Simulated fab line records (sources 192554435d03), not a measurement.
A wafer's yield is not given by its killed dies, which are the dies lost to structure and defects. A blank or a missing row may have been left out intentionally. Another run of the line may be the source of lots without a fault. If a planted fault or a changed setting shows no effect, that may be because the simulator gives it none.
Lot-split experiment | flow n5 finfet | on a route of 1938 steps: 7 lots, 21 wafers read

ON THE SPLIT
At N5_HKMG_FIN_COAT_85 (time 60 s, resist thk 300 nm), the setting spin rpm was moved away from the recipe's 1500 rpm on 6 of the 21 wafers read, by -9.3% to -2.9%. The other wafers ran this setting at the recipe's value.

The reading is taken at the split's own step.

THE READING
SOC_of_HKMG_FIN_COAT_85.thk nm (the simulator's own value, which no gauge read), in nm, at N5_HKMG_FIN_COAT_85 (time 60 s, resist thk 300 nm). The file does not state a usual value for it. The 15 wafers here that ran the recipe average 301.1 nm, standard deviation 0.83 nm.

wafer  | tool, chamber at the split | spin rpm as run, rpm | against the recipe | SOC_of_HKMG_FIN_COAT_85.thk nm, nm | against lot-mates on the recipe
L077.2 | litho track-03, 0          | 1500                 | recipe             | 301.4                              | -
L077.4 | litho track-03, 0          | 1500                 | recipe             | 301.4                              | -
L077.5 | litho track-03, 0          | 1500                 | recipe             | 301.4                              | -
L082.1 | litho track-05, 0          | 1500                 | recipe             | 300.6                              | -
L082.2 | litho track-05, 0          | 1500                 | recipe             | 300.4                              | -
L082.4 | litho track-05, 0          | 1500                 | recipe             | 300.2                              | -
L083.2 | litho track-01, 0          | 1500                 | recipe             | 300.6                              | -
L083.4 | litho track-01, 0          | 1456                 | -2.9%              | 304.6                              | +4.0
L083.5 | litho track-01, 0          | 1456                 | -2.9%              | 306.6                              | +6.0
L086.1 | litho track-05, 0          | 1360                 | -9.3%              | 316.2                              | +14.4
L086.3 | litho track-05, 0          | 1360                 | -9.3%              | 316                                | +14.2
L086.5 | litho track-05, 0          | 1500                 | recipe             | 301.8                              | -
L087.1 | litho track-01, 0          | 1500                 | recipe             | 300                                | -
L087.2 | litho track-01, 0          | 1500                 | recipe             | 300.2                              | -
L087.4 | litho track-01, 0          | 1500                 | recipe             | 300.2                              | -
L090.2 | litho track-05, 0          | 1500                 | recipe             | 302.4                              | -
L090.3 | litho track-05, 0          | 1425                 | -5.0%              | 310.4                              | +8.0
L090.5 | litho track-05, 0          | 1425                 | -5.0%              | 309.8                              | +7.4
L092.1 | litho track-05, 0          | 1500                 | recipe             | 302                                | -
L092.2 | litho track-05, 0          | 1500                 | recipe             | 302.2                              | -
L092.4 | litho track-05, 0          | 1500                 | recipe             | 302.2                              | -

FIT RESULTS
A straight line over all 21 wafers: SOC_of_HKMG_FIN_COAT_85.thk nm changes by -1.63 nm for each +1% of spin rpm; r = -0.99; the points scatter about the line by 0.86 nm.
The same after taking each lot's own level away (the mean of its wafers on the recipe; 21 wafers): -1.54 nm for each +1%; r = -1.00; scatter 0.38 nm.
Per that fit: largest spin rpm move, reading shift of 14 nm.
Measured against the standard deviation above, the lots' own levels, which go from 300.13 to 302.40 nm, span 2.7 times it.
Hence the lot-to-lot level has little effect on the slope; both slopes agree.
Check: +14.4 nm against its lot-mates is what the line predicts for one of the wafers moved furthest among these (-9.3%) when that wafer is left out of the fit. It came out at +14.4 nm against them.

THE OTHER SPLITS THESE WAFERS WENT THROUGH
These wafers also went through other splits before the reading. Each is held against what the fit with the lots' levels taken away leaves over:
other split on the same wafers        | wafers away from the commonest value | r with SOC_of_HKMG_FIN_COAT_85.thk nm (lot level and that fit taken away)
N5_SD_EPI_N_EXPOSE_06 dose mj         | 6                                    | +0.21
N5_SDB_ETCH_18 source w               | 3                                    | -0.04
N5_HKMG_FIN_HK_ALD_01 ald cycles      | 2                                    | +0.13
N5_HKMG_FIN_DEVELOP_48 develop time s | 8                                    | -0.41

FILE'S OWN FIT
SOC_of_HKMG_FIN_COAT_85.thk nm changes by -1.55 nm for each +1% of spin rpm, r = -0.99.
